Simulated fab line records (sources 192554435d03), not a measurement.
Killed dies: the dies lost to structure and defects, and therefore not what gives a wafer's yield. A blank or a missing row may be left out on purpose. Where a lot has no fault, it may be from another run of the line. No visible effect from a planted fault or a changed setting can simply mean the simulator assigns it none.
fab line records	flow n5_finfet
record: lots: 5	wafers: 15	last_day: 19
route steps=1938 shown TV_OPEN@1889 PAD_METAL@1893 PASSIVATION@1897
lots untouched by any fault: they come from a run of this same line in which no faults occurred
start_h: hours from the record's first day to the start of the lot's first wafer shown	wait_h: how many hours have passed since the lot's step before this one	" unchanged from the row above	L1.1+2: one row covering several wafers at once	- no value present, or no start provided	* or withheld: withheld	< > ~ a bound
route shown NAME@n: NAME is a module with steps in the file, n the number in the route of the first one	usual: mean/standard deviation taken from wafers without a fault	same: alike in all rows	chamber/n: place in a boat	sites: readings site by site	_std_site: the standard deviation of these	_edge_site: outer sites' mean less inner sites'	radius_mm: for every site, how far away it sits from the centre of the wafer	mask NAME#n: copy n	behind: the tool/chamber that last shaped the wafer	hold: cause of the lot's hold/its duration in hours/its outcome	device: names the non-switching transistor (n, p or np)	end of line: tests of these same wafers at the route's end	a step given without rows: its recipe and nothing more	killed: dies lost to structure and defects at the first sort, not the wafer's yield	map: per-die view of a wafer (x killed, . not killed, _ where there is no die)
set.NAME: the setting that was run; set.NAME@STEP: the one run at that earlier step	model.NAME: the simulator's own value behind a step, which no gauge read
certain route steps with their lots: each step a table, each wafer a row
services: a tool's chamber out of use, with start hour (start_h, from the record's first day; less than 0 if before it), hours out, and reason
== steps ==
step: N5_PASSIVATION_STRIP_14
recipe: chemistry: O2	power_w: 600	temp_c: 60	pressure_mtorr: 30	rf_frequency_hz: 6e+07	bias_power_w: 0	overash_fraction: 0.5	o2_flow_sccm: 225
usual: drypump_motor_current_A: 5.74/0.29	o2_flow_sccm: 225.1/0.69	oes_product_au: 0.77/0.069	rf_vpp_V: 3.6/0.87	showerhead_plenum_p_Torr: 2.07/0.085	throttle_valve_pct: 16.71/0.17
same: overash_fraction: 0.5
lot.wafer	tool	chamber	start_h	wait_h	drypump_motor_current_A	o2_flow_sccm	oes_product_au	rf_hours_counter_h	rf_vpp_V	showerhead_plenum_p_Torr	throttle_valve_pct
L209.1	rie_diel-05	1	290.22	0.1	5.75	225.7	0.73	193	4.1	2.17	16.73
L209.2	"	3	"	"	5.94	226.3	0.79	98	4.3	2.12	16.87
L209.5	"	2	"	"	5.33	225.8	0.71	-	4.4	2.04	16.70
L218.1	rie_diel-03	0	346.79	0.1	6.38	225.2	0.79	64	3.9	2.06	16.64
L218.2	"	3	"	"	5.67	225.6	0.72	221	3.2	1.98	16.93
L218.3	"	1	"	"	5.97	225.8	0.72	194	4.1	2.07	16.68
L228.2	rie_diel-06	0	422.66	0.1	5.58	224.3	0.78	108	4.4	2.02	16.52
L228.4	"	1	"	"	5.65	225.0	0.68	241	4.0	2.00	16.95
L228.6	"	1	"	"	5.64	225.3	0.69	-	4.7	2.00	16.88
L230.1	rie_diel-06	3	436.42	0.1	5.86	224.2	0.71	209	3.7	1.98	16.65
L230.2	"	0	"	"	5.57	224.9	0.77	113	4.9	2.02	16.54
L230.4	"	2	"	"	5.38	224.6	0.84	64	3.8	2.24	16.71
L226.2	rie_diel-06	2	457.68	0.2	5.35	224.8	0.83	75	1.9	2.24	16.74
L226.5	"	2	"	"	5.31	224.7	0.82	-	3.7	2.24	16.75
L226.6	"	0	"	"	5.55	224.3	0.76	-	2.3	2.02	16.57
step: N5_PASSIVATION_ETCH_15
recipe: chemistry: CF4/N2	target: SiCN	target_depth_a: 750	taper_deg: 2	time_s: 81.2	ion_energy_ev: 150	mask_material: SiNx	pressure_mtorr: 40	source_w: 430	bias_w: 70	Ar_flow_sccm: 100	cf4_flow_sccm: 60	n2_flow_sccm: 60
usual: drypump_motor_current_A: 5.74/0.29	oes_product_au: 0.78/0.072	rf_vpp_V: 381.6/2.1	showerhead_plenum_p_Torr: 2.18/0.089	throttle_valve_pct: 15.50/0.21
lot.wafer	tool	chamber	start_h	wait_h	drypump_motor_current_A	oes_product_au	rf_hours_counter_h	rf_vpp_V	showerhead_plenum_p_Torr	throttle_valve_pct
L209.1	rie_diel-05	1	-	-	5.76	0.74	193	385.4	2.28	15.48
L209.2	"	3	"	"	5.99	0.77	98	381.6	2.24	15.70
L209.5	"	2	"	"	5.33	0.68	-	381.5	2.19	15.69
L218.1	rie_diel-03	0	-	-	6.41	0.82	64	380.8	2.14	15.29
L218.2	"	3	"	"	5.68	0.72	221	379.5	2.10	15.83
L218.3	"	1	"	"	5.91	0.74	194	380.9	2.20	15.63
L228.2	rie_diel-06	0	-	-	5.56	0.78	108	381.1	2.13	15.23
L228.4	"	1	"	"	5.64	0.70	241	379.0	2.09	15.58
L228.6	"	1	"	"	5.65	0.70	-	379.0	2.09	15.59
L230.1	rie_diel-06	3	-	-	5.86	0.74	209	379.5	2.09	15.47
L230.2	"	0	"	"	5.56	0.77	113	381.6	2.12	15.25
L230.4	"	2	"	"	5.33	0.86	64	384.4	2.35	15.43
L226.2	rie_diel-06	2	-	-	5.35	0.84	75	385.5	2.35	15.48
L226.5	"	2	"	"	5.34	0.85	-	385.0	2.35	15.47
L226.6	"	0	"	"	5.59	0.77	-	381.8	2.12	15.27
step: N5_PASSIVATION_STRIP_73
recipe: chemistry: post_etch_residue_remover	time_s: 60	temp_c: 25	remover_ph: withheld	remover_water_wt_pct: withheld	remover_fluoride_wt_pct: withheld
step: N5_PASSIVATION_SRD_17
recipe: time_s: 30	temp_c: 23	rinse_liquid: diw	dry: n2_spin	spin_rpm: 1500	dry_time_s: 30
step: N5_PASSIVATION_DEGAS_18
recipe: ambient: vacuum	temp_c: 300	time_s: 60
step: N5_PASSIVATION_PRE_CLEAN_19
recipe: gas: H2/He	time_s: *	temp_c: *
usual: heater_power_w: 461/46
lot.wafer	tool	chamber	start_h	wait_h	heater_power_w
L209.1	pvd_sputter-01	-	290.48	0.0	500
L209.2	"	-	"	"	423
L209.5	"	-	"	"	420
L218.1	pvd_sputter-03	-	347.57	0.0	472
L218.2	"	-	"	"	378
L218.3	"	-	"	"	461
L228.2	pvd_sputter-03	-	422.97	0.0	415
L228.4	"	-	"	"	363
L228.6	"	-	"	"	475
L230.1	pvd_sputter-03	-	436.97	0.0	367
L230.2	"	-	"	"	482
L230.4	"	-	"	"	413
L226.2	pvd_sputter-02	-	458.32	0.0	520
L226.5	"	-	"	"	461
L226.6	"	-	"	"	544
step: N5_PASSIVATION_SPUTTER_20
recipe: material: TaN	target_thk_a: 500	temp_c: 25	chamber_pressure_pa: 0.4
usual: throttle_valve_pct: 30.1/0.92
lot.wafer	tool	chamber	start_h	wait_h	throttle_valve_pct
L209.1	pvd_sputter-01	-	290.52	0.0	31.1
L209.2	"	-	"	"	28.1
L209.5	"	-	"	"	28.3
L218.1	pvd_sputter-03	-	347.61	0.0	31.0
L218.2	"	-	"	"	30.3
L218.3	"	-	"	"	30.3
L228.2	pvd_sputter-03	-	423.01	0.0	30.5
L228.4	"	-	"	"	30.2
L228.6	"	-	"	"	31.0
L230.1	pvd_sputter-03	-	437.01	0.0	30.1
L230.2	"	-	"	"	30.9
L230.4	"	-	"	"	30.5
L226.2	pvd_sputter-02	-	458.36	0.0	30.5
L226.5	"	-	"	"	30.1
L226.6	"	-	"	"	28.3
step: N5_PASSIVATION_AL_DEP_21
recipe: material: Al	target_thk_a: 28000	temp_c: 400	time_s: 170	power_w: 30000	chamber_pressure_pa: 0.4	gas: Ar
usual: throttle_valve_pct: 30.1/0.92
lot.wafer	tool	chamber	start_h	wait_h	throttle_valve_pct
L209.1	pvd_sputter-01	-	290.62	0.1	30.9
L209.2	"	-	"	"	28.3
L209.5	"	-	"	"	27.9
L218.1	pvd_sputter-03	-	347.71	0.1	31.3
L218.2	"	-	"	"	30.1
L218.3	"	-	"	"	30.3
L228.2	pvd_sputter-03	-	423.11	0.1	30.3
L228.4	"	-	"	"	30.3
L228.6	"	-	"	"	30.9
L230.1	pvd_sputter-03	-	437.11	0.1	30.2
L230.2	"	-	"	"	31.2
L230.4	"	-	"	"	30.6
L226.2	pvd_sputter-02	-	458.46	0.1	30.4
L226.5	"	-	"	"	29.9
L226.6	"	-	"	"	28.1
step: N5_PASSIVATION_HMDS_23
recipe: time_s: 60	temp_c: 120
step: N5_PASSIVATION_COAT_24
recipe: spin_rpm: 3000	resist_thk_nm: withheld
step: N5_PASSIVATION_EBR_26
recipe: solvent: PGMEA	ebr_width_mm: 1.5
step: N5_PASSIVATION_SOFTBAKE_25
recipe: temp_c: 100	time_s: 90
step: N5_PASSIVATION_EXPOSE_27
recipe: mask_id: PAD	na: 0.55	source_shape: conventional	sigma_outer: 0.8	polarization: unpolarized	defocus_nm: 0	dose_mj: 32.3
same: na: 0.55
lot.wafer	tool	chamber	start_h	wait_h	mask
L209.1+2+5	krf_scanner-01	0	291.04	-	PAD#0
L218.1+2+3	krf_scanner-01	0	348.01	-	PAD#0
L228.2+4+6	krf_scanner-01	0	423.41	-	PAD#0
L230.1+2+4	krf_scanner-01	0	437.53	-	PAD#0
L226.2+5+6	krf_scanner-01	0	458.78	-	PAD#0
step: N5_PASSIVATION_PEB_28
recipe: peb_temp_c: withheld	peb_time_s: *
step: N5_PASSIVATION_DEVELOP_29
recipe: develop_time_s: 60	rinse_liquid: diw	dry: air_spin	dev_temp_c: 21
step: N5_PASSIVATION_HARDBAKE_31
recipe: temp_c: 130	time_s: 120
step: N5_PASSIVATION_CD_MEAS_30
recipe: target_cd_nm: 4000	landing_energy_ev: 500	detector: se_inlens	polarity: opening
usual: cd_nm: 3998.2/2
lot.wafer	tool	chamber	start_h	wait_h	cd_nm
L209.1	cd_sem-01	0	291.22	-	3997.4
L209.2	"	0	"	"	3997.9
L209.5	"	0	"	"	3997.4
L218.1	cd_sem-01	0	348.18	-	4001.8
L218.2	"	0	"	"	3994.4
L218.3	"	0	"	"	4005.4
L228.2	cd_sem-03	0	423.58	-	3998.1
L228.4	"	0	"	"	3996.6
L228.6	"	0	"	"	3998.3
L230.1	cd_sem-01	0	437.71	-	3997.0
L230.2	"	0	"	"	3997.8
L230.4	"	0	"	"	3996.5
L226.2	cd_sem-02	0	458.95	-	3999.2
L226.5	"	0	"	"	3996.4
L226.6	"	0	"	"	3999.0
step: N5_PASSIVATION_OVL_MEAS_63
recipe: points_per_wafer: 44
usual: PAD_OVL: 1/6.3
lot.wafer	tool	chamber	start_h	wait_h	PAD_OVL[nm]
L209.1	overlay-01	0	291.25	0.0	6
L209.2	"	0	"	"	0
L209.5	"	0	"	"	3
L218.1	overlay-01	0	348.21	0.0	8
L218.2	"	0	"	"	0
L218.3	"	0	"	"	5
L228.2	overlay-02	0	423.61	0.0	-4
L228.4	"	0	"	"	-3
L228.6	"	0	"	"	-2
L230.1	overlay-01	0	437.74	0.0	6
L230.2	"	0	"	"	6
L230.4	"	0	"	"	6
L226.2	overlay-02	0	458.98	0.0	7
L226.5	"	0	"	"	13
L226.6	"	0	"	"	10
== services ==
tool	chamber	start_h	hours	kind
krf_scanner-01	-	280.99	0.6	repair
rie_diel-05	-	290.91	0.9	repair
krf_scanner-01	-	305.94	0.8	pm
krf_scanner-01	0	328.01	-	calibration
rie_diel-03	2	334.67	-	clean
rie_diel-03	2	334.67	-	consumable_replace:focus_ring
rie_diel-05	1	356.64	3.1	repair
rie_diel-03	2	373.12	2.4	repair
krf_scanner-01	-	374.76	1.3	pm
rie_diel-05	-	387.68	1.8	repair
krf_scanner-01	-	389.29	0.5	repair
pvd_sputter-02	-	395.62	10.8	repair
krf_scanner-01	-	407.95	1.0	pm
pvd_sputter-02	-	412.18	8.4	repair
pvd_sputter-03	-	416.51	1.7	repair
rie_diel-05	1	426.95	3.2	repair
krf_scanner-01	-	431.63	0.3	repair
rie_diel-03	-	436.68	8.7	repair
rie_diel-06	1	445.85	-	clean
rie_diel-06	1	445.85	-	consumable_replace:focus_ring
rie_diel-06	1	445.85	-	consumable_replace:showerhead
rie_diel-06	1	445.85	12.9	scheduled_down
rie_diel-06	1	445.85	12.9	vent_cycle
rie_diel-06	3	448.91	9.9	repair
== key ==
first_sign: step: N5_PASSIVATION_CD_MEAS_30	reading: cd_nm	direction: up	sigmas: 2.7	usual: 3998.2	struck: 4003.6
effect none on later readings
met_at N5_PASSIVATION_EXPOSE_27
struck_wafers L218.1,L218.3
onset_between 291.04 348.01
fault: kind: process_parameter_drift	tool: krf_scanner-01	chamber: -	onset_h: 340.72	steps: N5_PASSIVATION_EXPOSE_27	channel: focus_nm	offset: 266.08	shape: step	end_h: 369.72	scope: struck_wafers_only
